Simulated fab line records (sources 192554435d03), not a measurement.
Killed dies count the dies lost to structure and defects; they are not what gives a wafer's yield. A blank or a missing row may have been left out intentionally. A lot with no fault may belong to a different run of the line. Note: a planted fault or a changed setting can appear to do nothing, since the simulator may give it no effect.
Chamber matching    flow n5 finfet    3 sister chambers for N5_BEOL_M9_ALD_74 on ald metal-02
The step deposits TaN, target thk 2 nm, pulse time 2 s, purge time 3 s. 6 wafers are shown with their chamber, then 8 later ones without.

== WAFERS, EACH WITH ITS CHAMBER ==
wafer   chamber  heater power w (W)  precursor vessel temp c (C)
L086.4  1        438                 75.09
L088.1  0        351                 74.85
L088.4  2        437                 74.88
L087.1  2        443                 75.05
L087.2  0        329                 75.17
L087.3  1        427                 75.16

== WAFERS WITHOUT THEIR CHAMBER ==
wafer   heater power w (W)  precursor vessel temp c (C)
L092.1  450                 75.16
L092.4  341                 74.71
L092.5  436                 75.08
L093.4  441                 74.94
L093.6  349                 75.04
L097.2  446                 74.91
L097.3  435                 75.08
L097.5  445                 75.00

== CHAMBER TAKEN BY EACH ==
wafer   from the rows above      in truth
L092.1  can't be placed: 2 or 1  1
L092.4  0                        0
L092.5  can't be placed: 1 or 2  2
L093.4  can't be placed: 2 or 1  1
L093.6  0                        0
L097.2  can't be placed: 2 or 1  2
L097.3  can't be placed: 1 or 2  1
L097.5  can't be placed: 2 or 1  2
Correctly placed: 2 of 8. From these rows, 6 cannot be placed; in 6 the true chamber is one of the candidates. 0 placed wrongly.
How it was worked out, from the rows above alone: a wafer's distance from a chamber is the root of the sum, over the readings, of the square of ((its reading less the chamber's mean) divided by the reading's scatter). If the next closest chamber is less than 2 further off than the closest, the wafer can't be placed; otherwise it belongs to the closest. Each chamber's mean is taken over the wafers shown for it. The scatter: the root of (the sum of the squares of (reading less its chamber's mean) over the shown wafers, divided by (wafers less chambers)).
